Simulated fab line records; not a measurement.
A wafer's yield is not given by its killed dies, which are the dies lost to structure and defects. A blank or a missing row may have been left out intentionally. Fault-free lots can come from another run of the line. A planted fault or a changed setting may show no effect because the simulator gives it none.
Which of the tools did it? + flow n5Finfet + 10 lots, 30 wafers sampled, at 1 step of a route of 1938

== WHAT THE GAUGES READ, wafer by wafer ==
N5_BEOL_M6_CD_MEAS_18: pitch 80 nm, target cd 40 nm. Usual: cdNm reads 40.2 nm (standard deviation 0.73).
| lot  | measured     | on       | cdNm (nm)      | flag |
|------|--------------|----------|----------------|------|
| L249 | day 9 08:50  | cdSem-02 | 41.2 40.3 40.6 |      |
| L251 | day 9 21:02  | cdSem-03 | 40.4 39.5 38.9 |      |
| L252 | day 10 03:07 | cdSem-02 | 40.3 38.9 39.7 |      |
| L253 | day 10 06:34 | cdSem-02 | 40.2 41.2 40.6 |      |
| L255 | day 11 05:07 | cdSem-02 | 40.7 41.2 38.9 |      |
| L260 | day 12 11:46 | cdSem-03 | 39.8 40.1 41.2 |      |
| L263 | day 12 19:44 | cdSem-03 | 40.7 40.8 40.5 |      |
| L264 | day 13 06:42 | cdSem-03 | 39.5 40.3 39.6 |      |
| L266 | day 13 14:25 | cdSem-03 | 40.6 40.5 39.8 |      |
| L269 | day 14 09:46 | cdSem-02 | 40.2 40.3 40.0 |      |

== EACH LOT AND THE TOOL THAT RAN IT (in order: tool; ch and the chambers of the sampled wafers; start) ==
There is no process step in the record ahead of these readings.

== AS READ BY THE TOOLS THEMSELVES (means over the sampled wafers that have a number; for cases with no such wafer, the mark the record gives instead) ==
The record holds no such reading with a usual standard deviation.

== THE ANSWER, worked out from the rows above alone ==
Rule: a lot counts as off when the mean over its wafers that have a number is more than 3 standard deviations away from the usual mean. A lot without any number at a reading at which 4 lots or more have one is off too. The other lots that the step has rows for count as sound. After the gauges, taken in route order, come the tools' own readings; for these a lot's mean is taken, as printed above. At the first step where some lot is off, the reading lying furthest off is the one used; lots without a number count as furthest.
No lot is off on any of the readings shown, so nothing can be concluded from this.

== WHAT THE SIMULATOR PUT IN ==
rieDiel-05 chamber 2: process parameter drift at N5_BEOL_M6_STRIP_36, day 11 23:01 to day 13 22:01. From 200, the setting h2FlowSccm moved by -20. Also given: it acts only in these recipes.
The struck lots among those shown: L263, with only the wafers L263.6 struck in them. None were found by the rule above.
